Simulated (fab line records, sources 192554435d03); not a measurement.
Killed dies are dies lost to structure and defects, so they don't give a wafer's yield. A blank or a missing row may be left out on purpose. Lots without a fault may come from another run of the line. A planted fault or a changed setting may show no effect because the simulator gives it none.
Chamber matching | flow n5_finfet | N5_FIN_SAQP_SPACER2_ALD_28 on ald_sin-01: 4 sister chambers
The step deposits SiO2, target thk 8.1 nm, pulse time 1 s, purge time 2 s. 7 wafers are shown with their chamber, then 9 later ones without.

WAFERS WITH THEIR CHAMBER
wafer  | chamber | heater_power_w (W) | precursor_pulse_height_rel
L083.1 | 3       | 535                | 0.989
L088.2 | 2       | 522                | 1.034
L088.5 | 2       | 522                | 0.995
L090.6 | 0       | 414                | 1.007
L091.1 | 1       | 381                | 1.034
L091.3 | 0       | 411                | 0.997
L091.4 | 1       | 391                | 1.020

WAFERS WITHOUT THEIR CHAMBER
wafer  | heater_power_w (W) | precursor_pulse_height_rel
L092.2 | 411                | 0.984
L092.4 | 526                | 1.007
L092.6 | 418                | 1.040
L095.1 | 415                | 1.000
L095.3 | 528                | 1.015
L095.4 | 383                | 1.006
L097.1 | 391                | 1.017
L097.2 | 402                | 0.995
L097.6 | 501                | 1.000

WHICH CHAMBER EACH WENT THROUGH
wafer  | from the rows above     | in truth
L092.2 | 0                       | 0
L092.4 | can't be placed: 2 or 3 | 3
L092.6 | 0                       | 0
L095.1 | 0                       | 0
L095.3 | can't be placed: 2 or 3 | 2
L095.4 | 1                       | 1
L097.1 | 1                       | 1
L097.2 | can't be placed: 0 or 1 | 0
L097.6 | 2                       | 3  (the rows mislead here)
Placed correctly: 5 of 9. Can't be placed from these rows: 3 (the true chamber is among the candidates in 3). Placed wrongly: 1.
How it was worked out, from the rows above alone: a wafer's distance from a chamber is the root of the sum, over the readings, of the square of ((its reading less the chamber's mean) divided by the reading's scatter). The wafer belongs to the nearest chamber; if the next one is less than 2 further off, it can't be placed. A chamber's mean is the mean of its shown wafers. The scatter: the root of (the sum of the squares of (reading less its chamber's mean) over the shown wafers, divided by (wafers less chambers)).
